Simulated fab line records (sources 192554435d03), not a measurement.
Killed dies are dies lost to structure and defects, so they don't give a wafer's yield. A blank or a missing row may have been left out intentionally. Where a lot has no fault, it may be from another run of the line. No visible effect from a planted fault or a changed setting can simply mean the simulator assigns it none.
Problem report, 8D (eight disciplines) form, completed by code / flow n5-finfet / the parts of the form that need people (team, actions taken, sign-off) are left out

## 1. THE PROBLEM
Mean of cd-nm at N5_BEOL_M2_CD_MEAS_28: 24.05 nm across 6 wafers in 2 lots; on wafers with no fault it is 26.17 nm (standard deviation 0.22). That puts it -9.6 standard deviations away from the usual mean.
The step: target cd 26.2 nm, target cd y 24.1 nm.
Earliest sighting: wafer L220.1 on cd-sem-03 at day 11 13:07. The record holds 27 wafers of 9 lots with a number at this step. Rule for "out", or "out of limits": more than 4 standard deviations from the usual mean. All remaining wafers that have a number are taken as sound.

## 2. WHAT IT IS, AND WHAT IT ISN'T
question=which readings at this step; is=cd-nm; is not=-
question=which lots; is=L220, L221; is not=L200, L202, L204, L206, L207, L212, L218
question=which wafers of those lots; is=all that have a number; is not=-
question=read on which gauges; is=cd-sem-02, cd-sem-03; is not=cd-sem-01
question=when; is=from day 11 13:07; is not=up to then (21 sound wafers)

## 3. THE SUSPECTS, EACH WITH WHAT RULES IT OUT
Counting: a tool stays on the suspect list if, at a process step up to the reading, it processed all lots that are out and no sound lot following the first of them.
- the gauge at N5_BEOL_M2_CD_MEAS_28 is ruled out. 2 gauges (cd-sem-02, cd-sem-03) read the wafers that are out.
- euv-scanner-02 at N5_BEOL_M2_EXPOSE_25 (exposes mask V1, defocus 5 nm): kept. Every lot that is out went through it, starting with L220 (day 11 12:58), and after that it ran no sound lot; the last sound lot it ran before then is L218 (day 11 09:22). Its own readings are out on those wafers: exposure-dose-mJ-cm2.
After counting, what remains is euv-scanner-02 at N5_BEOL_M2_EXPOSE_25.

## 4. THE CAUSE (what the simulator had put in)
Process parameter drift: euv-scanner-02, from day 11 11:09 on, at N5_BEOL_M2_EXPOSE_25. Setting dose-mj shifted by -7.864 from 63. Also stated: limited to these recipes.
Only this tool survived the counting.

## 5. THE EFFECT CHAIN, in route order
Rows list readings where the struck wafers' mean (over those with a number) sits beyond 3 standard deviations from the usual. Only readings for which the record gives a usual standard deviation are gone through. hours: the time from each lot's start at the first step in this table that gives one to its start at this step, as a median over the lots. sigmas: the change in usual standard deviations.
hours=0; step=N5_BEOL_M2_EXPOSE_25; reading=exposure-dose-mJ-cm2; usual=62.87; on struck wafers=56.27; change=-6.60; sigmas=-55
hours=0; step=N5_BEOL_M2_CD_MEAS_28; reading=cd-nm; usual=26.17 nm; on struck wafers=24.05; change=-2.12; sigmas=-9.6
hours=24; step=N5_BEOL_M4_RC_MEAS_101; reading=CHAIN_V1; usual=232 ohm/link; on struck wafers=274; change=+42; sigmas=+5.9
hours=24; step=N5_BEOL_M4_RC_MEAS_101; reading=CHAIN_V1_max_site; usual=240 ohm/link; on struck wafers=284; change=+44; sigmas=+5.8
hours=132; step=N5_PASSIVATION_PROBE_49; reading=defect-limited-yield; usual=91.4 %; on struck wafers=33.0; change=-58.4; sigmas=-39
hours=132; step=N5_PASSIVATION_PROBE_49; reading=killed_at_M0_to_M3; usual=31; on struck wafers=723; change=+692; sigmas=+63
hours=132; step=N5_PASSIVATION_PROBE_49; reading=killed-dies; usual=101; on struck wafers=790; change=+689; sigmas=+38
hours=132; step=N5_PASSIVATION_PROBE_49; reading=killed-on-rim; usual=13; on struck wafers=104; change=+90; sigmas=+23
hours=132; step=N5_PASSIVATION_PROBE_49; reading=sort_bin_5_function; usual=5.1 %; on struck wafers=44.5; change=+39.4; sigmas=+39
hours=132; step=N5_PASSIVATION_PROBE_49; reading=sort_bin_6_memory; usual=3.2 %; on struck wafers=9.0; change=+5.8; sigmas=+8.5
hours=132; step=N5_PASSIVATION_PROBE_49; reading=sort-n-pass; usual=1079; on struck wafers=390; change=-689; sigmas=-38
hours=132; step=N5_PASSIVATION_PROBE_49; reading=sort-yield-pct; usual=91.4 %; on struck wafers=33.0; change=-58.4; sigmas=-39
The process steps in it:
- N5_BEOL_M2_EXPOSE_25: exposes mask V1, defocus 5 nm.
- N5_PASSIVATION_PROBE_49
Later steps that measure or inspect, where all struck wafers having a row at the step show a number for every such reading and not one has moved that far: N5_BEOL_M2_OVL_MEAS_29, N5_BEOL_M2_INSPECT_30.

## 6. WHAT WOULD HAVE CAUGHT IT SOONER
2 hours passed between the start of the fault at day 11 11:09 and the first reading out of limits at a measuring or inspecting step in this record, taken at day 11 13:07.
Tool's own readings at N5_BEOL_M2_EXPOSE_25, exposure-dose-mJ-cm2: out on all struck wafers the step has rows for; an alarm limit on them would have tripped on the first.
Of the lots that are out (2), L221 began N5_BEOL_M2_EXPOSE_25 on euv-scanner-02 after day 11 13:07. Putting the tool on hold at that point would have spared it.
